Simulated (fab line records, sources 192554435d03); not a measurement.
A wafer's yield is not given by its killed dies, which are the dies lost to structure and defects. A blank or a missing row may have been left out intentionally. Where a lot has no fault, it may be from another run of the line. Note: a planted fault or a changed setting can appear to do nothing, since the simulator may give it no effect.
Chamber matching :: flow n5 finfet :: N5_BEOL_M7_ETCH_65 on rie diel-03 has 4 sister chambers
The step etches SiARC in CF4, target depth 15.6 nm, time 26 s. 20 wafers are shown with their chamber, then 10 later ones without.

WAFERS PAIRED WITH THEIR CHAMBERS
wafer: L074.2
chamber: 3
drypump motor current A (A): 5.4
showerhead plenum p Torr (Torr): 2.20
throttle valve pct (%): 15.83

wafer: L074.3
chamber: 1
drypump motor current A (A): 5.7
showerhead plenum p Torr (Torr): 2.18
throttle valve pct (%): 15.32

wafer: L074.6
chamber: 3
drypump motor current A (A): 5.4
showerhead plenum p Torr (Torr): 2.20
throttle valve pct (%): 15.81

wafer: L077.2
chamber: 1
drypump motor current A (A): 5.6
showerhead plenum p Torr (Torr): 2.17
throttle valve pct (%): 15.32

wafer: L077.3
chamber: 0
drypump motor current A (A): 6.5
showerhead plenum p Torr (Torr): 2.18
throttle valve pct (%): 15.08

wafer: L077.6
chamber: 0
drypump motor current A (A): 6.5
showerhead plenum p Torr (Torr): 2.18
throttle valve pct (%): 15.08

wafer: L078.2
chamber: 1
drypump motor current A (A): 5.7
showerhead plenum p Torr (Torr): 2.17
throttle valve pct (%): 15.33

wafer: L078.3
chamber: 2
drypump motor current A (A): 6.6
showerhead plenum p Torr (Torr): 2.12
throttle valve pct (%): 15.95

wafer: L078.6
chamber: 3
drypump motor current A (A): 5.4
showerhead plenum p Torr (Torr): 2.20
throttle valve pct (%): 15.85

wafer: L082.1
chamber: 2
drypump motor current A (A): 6.6
showerhead plenum p Torr (Torr): 2.11
throttle valve pct (%): 15.46

wafer: L082.2
chamber: 1
drypump motor current A (A): 5.7
showerhead plenum p Torr (Torr): 2.17
throttle valve pct (%): 15.35

wafer: L082.4
chamber: 3
drypump motor current A (A): 5.4
showerhead plenum p Torr (Torr): 2.19
throttle valve pct (%): 15.87

wafer: L083.1
chamber: 2
drypump motor current A (A): 6.6
showerhead plenum p Torr (Torr): 2.11
throttle valve pct (%): 15.48

wafer: L083.3
chamber: 1
drypump motor current A (A): 5.7
showerhead plenum p Torr (Torr): 2.17
throttle valve pct (%): 15.36

wafer: L083.5
chamber: 1
drypump motor current A (A): 5.7
showerhead plenum p Torr (Torr): 2.17
throttle valve pct (%): 15.36

wafer: L085.3
chamber: 0
drypump motor current A (A): 6.5
showerhead plenum p Torr (Torr): 2.18
throttle valve pct (%): 15.11

wafer: L085.5
chamber: 3
drypump motor current A (A): 5.4
showerhead plenum p Torr (Torr): 2.19
throttle valve pct (%): 15.87

wafer: L085.6
chamber: 0
drypump motor current A (A): 6.5
showerhead plenum p Torr (Torr): 2.18
throttle valve pct (%): 15.10

wafer: L087.3
chamber: 2
drypump motor current A (A): 6.6
showerhead plenum p Torr (Torr): 2.11
throttle valve pct (%): 15.48

wafer: L087.4
chamber: 1
drypump motor current A (A): 5.7
showerhead plenum p Torr (Torr): 2.17
throttle valve pct (%): 15.36

SIGNATURES (averages over the wafers above)
reading: drypump motor current A
chamber 0: 6.500
chamber 1: 5.686
chamber 2: 6.600
chamber 3: 5.400
scatter within a chamber: 0.0231

reading: showerhead plenum p Torr
chamber 0: 2.1800
chamber 1: 2.1714
chamber 2: 2.1125
chamber 3: 2.1960
scatter within a chamber: 0.00419

reading: throttle valve pct
chamber 0: 15.0925
chamber 1: 15.3429
chamber 2: 15.5925
chamber 3: 15.8460
scatter within a chamber: 0.105
Rule: for a wafer and a chamber, the distance is found by dividing, reading by reading, the gap between the wafer's reading and the chamber's mean by the reading's scatter, squaring, summing and taking the root. The wafer belongs to the nearest chamber; if the next one is less than 2 further off, it can't be placed. The scatter: the root of (the sum of the squares of (reading less its chamber's mean) over the shown wafers, divided by (wafers less chambers)).

WAFERS WHOSE CHAMBER IS MISSING
wafer: L087.5
drypump motor current A (A): 5.4
showerhead plenum p Torr (Torr): 2.19
throttle valve pct (%): 15.91

wafer: L093.2
drypump motor current A (A): 6.6
showerhead plenum p Torr (Torr): 2.11
throttle valve pct (%): 15.48

wafer: L093.4
drypump motor current A (A): 5.7
showerhead plenum p Torr (Torr): 2.17
throttle valve pct (%): 15.40

wafer: L093.6
drypump motor current A (A): 6.5
showerhead plenum p Torr (Torr): 2.17
throttle valve pct (%): 15.15

wafer: L094.3
drypump motor current A (A): 6.5
showerhead plenum p Torr (Torr): 2.17
throttle valve pct (%): 15.18

wafer: L094.5
drypump motor current A (A): 6.5
showerhead plenum p Torr (Torr): 2.17
throttle valve pct (%): 15.19

wafer: L094.6
drypump motor current A (A): 5.4
showerhead plenum p Torr (Torr): 2.19
throttle valve pct (%): 15.44

wafer: L096.1
drypump motor current A (A): 6.6
showerhead plenum p Torr (Torr): 2.10
throttle valve pct (%): 15.53

wafer: L096.4
drypump motor current A (A): 5.4
showerhead plenum p Torr (Torr): 2.19
throttle valve pct (%): 15.44

wafer: L096.5
drypump motor current A (A): 5.7
showerhead plenum p Torr (Torr): 2.16
throttle valve pct (%): 15.41

EACH ONE'S CHAMBER
wafer: L087.5
from the rows above: 3
in truth: 3

wafer: L093.2
from the rows above: 2
in truth: 2

wafer: L093.4
from the rows above: 1
in truth: 1

wafer: L093.6
from the rows above: 0
in truth: 0

wafer: L094.3
from the rows above: 0
in truth: 0

wafer: L094.5
from the rows above: 0
in truth: 0

wafer: L094.6
from the rows above: 3
in truth: 3

wafer: L096.1
from the rows above: 2
in truth: 2

wafer: L096.4
from the rows above: 3
in truth: 3

wafer: L096.5
from the rows above: 1
in truth: 1
Correctly placed: 10 of 10. Left unplaced by these rows: 0. 0 placed wrongly.
